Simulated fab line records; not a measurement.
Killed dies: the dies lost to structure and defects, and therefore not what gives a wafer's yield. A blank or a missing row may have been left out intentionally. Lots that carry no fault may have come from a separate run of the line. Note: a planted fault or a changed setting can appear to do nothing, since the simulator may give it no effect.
Commonality check across tools :: flow nand harc :: Lots sampled 11, wafers sampled 33

== WHY IT WAS OPENED ==
On 1 of the 11 lots, a flag is raised at NHARC_P_ZERO_WELL_CD_MEAS_24 on the reading cd nm. Wafers without a fault read 719.6 nm, standard deviation 1.8.
Rule: a lot is flagged when every wafer of it that has a number lies more than 4 standard deviations from that mean, or none has a number. The other lots count as sound.

lot: L988
measured: day 2 18:40
on: cd sem-01
cd nm (nm), wafer by wafer: 722.4 720.4 715.9
flag: 

lot: L989
measured: day 3 04:28
on: cd sem-03
cd nm (nm), wafer by wafer: 720.6 717.4 723.5
flag: 

lot: L991
measured: day 4 00:35
on: cd sem-02
cd nm (nm), wafer by wafer: 719.3 715.8 720.0
flag: 

lot: L992
measured: day 4 10:21
on: cd sem-02
cd nm (nm), wafer by wafer: 720.7 720.1 718.9
flag: 

lot: L993
measured: day 4 20:35
on: cd sem-01
cd nm (nm), wafer by wafer: 698.5 698.2 698.4
flag: FLAGGED

lot: L102
measured: day 8 14:38
on: cd sem-03
cd nm (nm), wafer by wafer: 719.9 719.6 720.9
flag: 

lot: L104
measured: day 9 10:40
on: cd sem-02
cd nm (nm), wafer by wafer: 716.9 717.9 718.3
flag: 

lot: L105
measured: day 9 21:03
on: cd sem-03
cd nm (nm), wafer by wafer: 723.4 720.4 720.7
flag: 

lot: L107
measured: day 10 16:36
on: cd sem-03
cd nm (nm), wafer by wafer: 718.7 718.4 718.2
flag: 

lot: L108
measured: day 11 02:43
on: cd sem-03
cd nm (nm), wafer by wafer: 717.9 719.3 720.6
flag: 

lot: L109
measured: day 11 12:31
on: cd sem-01
cd nm (nm), wafer by wafer: 717.1 721.8 718.9
flag: 
The numbers of the flagged lots are 698.4 nm on average: -21.2 nm against the usual, or -12 standard deviations.

== WHICH TOOL EACH LOT WENT THROUGH ==
3 process steps preceding the reading are held in the record, out of 1302 steps in the route. Each cell gives the tool, then ch followed by the chambers the sampled wafers passed through, then the start.
lot: L988
flag: 
NHARC_P_ZERO_WELL_ETCH_65: rie diel-11 ch 0,2,3, day 2 17:32
NHARC_P_ZERO_WELL_ETCH_62: rie diel-11 ch 2,3, day 2 18:30 or earlier
NHARC_P_ZERO_WELL_EXPOSE_21: krf scanner-01 ch 0, day 2 18:30

lot: L989
flag: 
NHARC_P_ZERO_WELL_ETCH_65: rie diel-05 ch 1,2,3, day 3 03:31
NHARC_P_ZERO_WELL_ETCH_62: rie diel-05 ch 0,3, day 3 04:19 or earlier
NHARC_P_ZERO_WELL_EXPOSE_21: krf scanner-01 ch 0, day 3 04:19

lot: L991
flag: 
NHARC_P_ZERO_WELL_ETCH_65: rie diel-11 ch 0,1,2, day 3 23:31
NHARC_P_ZERO_WELL_ETCH_62: rie diel-11 ch 1,3, day 4 00:26 or earlier
NHARC_P_ZERO_WELL_EXPOSE_21: krf scanner-01 ch 0, day 4 00:26

lot: L992
flag: 
NHARC_P_ZERO_WELL_ETCH_65: rie diel-05 ch 1,2,3, day 4 09:22
NHARC_P_ZERO_WELL_ETCH_62: rie diel-05 ch 0,1,2, day 4 10:12 or earlier
NHARC_P_ZERO_WELL_EXPOSE_21: krf scanner-01 ch 0, day 4 10:12

lot: L993
flag: FLAGGED
NHARC_P_ZERO_WELL_ETCH_65: rie diel-05 ch 1,2,3, day 4 19:31
NHARC_P_ZERO_WELL_ETCH_62: rie diel-05 ch 0,1, day 4 20:26 or earlier
NHARC_P_ZERO_WELL_EXPOSE_21: krf scanner-02 ch 0, day 4 20:26

lot: L102
flag: 
NHARC_P_ZERO_WELL_ETCH_65: rie diel-11 ch 0,1,3, day 8 13:39
NHARC_P_ZERO_WELL_ETCH_62: rie diel-11 ch 0,1,3, day 8 14:29 or earlier
NHARC_P_ZERO_WELL_EXPOSE_21: krf scanner-02 ch 0, day 8 14:29

lot: L104
flag: 
NHARC_P_ZERO_WELL_ETCH_65: rie diel-04 ch 2,3, day 9 09:33
NHARC_P_ZERO_WELL_ETCH_62: rie diel-04 ch 0,3, day 9 10:31 or earlier
NHARC_P_ZERO_WELL_EXPOSE_21: krf scanner-02 ch 0, day 9 10:31

lot: L105
flag: 
NHARC_P_ZERO_WELL_ETCH_65: rie diel-05 ch 0,1,3, day 9 20:02
NHARC_P_ZERO_WELL_ETCH_62: rie diel-05 ch 0,2,3, day 9 20:53 or earlier
NHARC_P_ZERO_WELL_EXPOSE_21: krf scanner-02 ch 0, day 9 20:53

lot: L107
flag: 
NHARC_P_ZERO_WELL_ETCH_65: rie diel-04 ch 0,1,3, day 10 15:28
NHARC_P_ZERO_WELL_ETCH_62: rie diel-04 ch 1,2,3, day 10 16:27 or earlier
NHARC_P_ZERO_WELL_EXPOSE_21: krf scanner-02 ch 0, day 10 16:27

lot: L108
flag: 
NHARC_P_ZERO_WELL_ETCH_65: rie diel-04 ch 1,2,3, day 11 01:33
NHARC_P_ZERO_WELL_ETCH_62: rie diel-04 ch 0,2,3, day 11 02:33 or earlier
NHARC_P_ZERO_WELL_EXPOSE_21: krf scanner-04 ch 0, day 11 02:33

lot: L109
flag: 
NHARC_P_ZERO_WELL_ETCH_65: rie diel-11 ch 1,2,3, day 11 11:24
NHARC_P_ZERO_WELL_ETCH_62: rie diel-11 ch 0,2, day 11 12:22 or earlier
NHARC_P_ZERO_WELL_EXPOSE_21: krf scanner-02 ch 0, day 11 12:22
These steps, and what they do:
- NHARC_P_ZERO_WELL_ETCH_65: etches the open film in N2/H2, target depth 80 nm, overetch 24 nm, time 87.88 s.
- NHARC_P_ZERO_WELL_ETCH_62: etches the open film in CHF3/Ar, target depth 13 nm, time 6.5 s.
- NHARC_P_ZERO_WELL_EXPOSE_21: exposes mask P NWELL, target cd 720 nm.
- NHARC_P_ZERO_WELL_CD_MEAS_24: target cd 720 nm.

== FLAGGED AGAINST TOTAL, ONE TOOL AT A TIME (gauges that did the reading follow at the end) ==
step: NHARC_P_ZERO_WELL_ETCH_65
tool: rie diel-04
lots run: 3
flagged: 0
share of the flagged lots: none
sound lots run after its first flagged lot: -

step: NHARC_P_ZERO_WELL_ETCH_65
tool: rie diel-05
lots run: 4
flagged: 1
share of the flagged lots: all
sound lots run after its first flagged lot: 1 (L105)

step: NHARC_P_ZERO_WELL_ETCH_65
tool: rie diel-11
lots run: 4
flagged: 0
share of the flagged lots: none
sound lots run after its first flagged lot: -

step: NHARC_P_ZERO_WELL_ETCH_62
tool: rie diel-04
lots run: 3
flagged: 0
share of the flagged lots: none
sound lots run after its first flagged lot: -

step: NHARC_P_ZERO_WELL_ETCH_62
tool: rie diel-05
lots run: 4
flagged: 1
share of the flagged lots: all
sound lots run after its first flagged lot: 1 (L105)

step: NHARC_P_ZERO_WELL_ETCH_62
tool: rie diel-11
lots run: 4
flagged: 0
share of the flagged lots: none
sound lots run after its first flagged lot: -

step: NHARC_P_ZERO_WELL_EXPOSE_21
tool: krf scanner-01
lots run: 4
flagged: 0
share of the flagged lots: none
sound lots run after its first flagged lot: -

step: NHARC_P_ZERO_WELL_EXPOSE_21
tool: krf scanner-02
lots run: 6
flagged: 1
share of the flagged lots: all
sound lots run after its first flagged lot: 5 (L102,L104,L105,L107,L109)

step: NHARC_P_ZERO_WELL_EXPOSE_21
tool: krf scanner-04
lots run: 1
flagged: 0
share of the flagged lots: none
sound lots run after its first flagged lot: -

step: NHARC_P_ZERO_WELL_CD_MEAS_24
tool: cd sem-01
lots run: 3
flagged: 1
share of the flagged lots: all
sound lots run after its first flagged lot: 1 (L109)

step: NHARC_P_ZERO_WELL_CD_MEAS_24
tool: cd sem-02
lots run: 3
flagged: 0
share of the flagged lots: none
sound lots run after its first flagged lot: -

step: NHARC_P_ZERO_WELL_CD_MEAS_24
tool: cd sem-03
lots run: 5
flagged: 0
share of the flagged lots: none
sound lots run after its first flagged lot: -
NHARC_P_ZERO_WELL_ETCH_62: start missing for some lots; hours and lot order therefore follow NHARC_P_ZERO_WELL_EXPOSE_21.

== THE TABLE: WHAT IT ALLOWS ==
4 rows of the table ran every flagged lot: rie diel-05 at NHARC_P_ZERO_WELL_ETCH_65, rie diel-05 at NHARC_P_ZERO_WELL_ETCH_62, krf scanner-02 at NHARC_P_ZERO_WELL_EXPOSE_21, cd sem-01 at NHARC_P_ZERO_WELL_CD_MEAS_24.
- rie diel-05 at NHARC_P_ZERO_WELL_ETCH_65 ran 4 lots, 1 of them flagged. Sound lots followed the first flagged one (L105) on it, something a lasting fault affecting the whole tool could not allow.
- rie diel-05 at NHARC_P_ZERO_WELL_ETCH_62 ran 4 lots, 1 of them flagged. Sound lots followed the first flagged one (L105) on it, something a lasting fault affecting the whole tool could not allow.
- krf scanner-02 at NHARC_P_ZERO_WELL_EXPOSE_21 ran 6 lots, 1 of them flagged. Sound lots followed the first flagged one (L102, L104, L105, L107, L109) on it, something a lasting fault affecting the whole tool could not allow.
- cd sem-01 at NHARC_P_ZERO_WELL_CD_MEAS_24 ran 3 lots, 1 of them flagged. Sound lots followed the first flagged one (L109) on it, something a lasting fault affecting the whole tool could not allow.
Every row of the table either missed a flagged lot or ran a sound lot after the first.

== WHAT THE SIMULATOR HAD INSERTED ==
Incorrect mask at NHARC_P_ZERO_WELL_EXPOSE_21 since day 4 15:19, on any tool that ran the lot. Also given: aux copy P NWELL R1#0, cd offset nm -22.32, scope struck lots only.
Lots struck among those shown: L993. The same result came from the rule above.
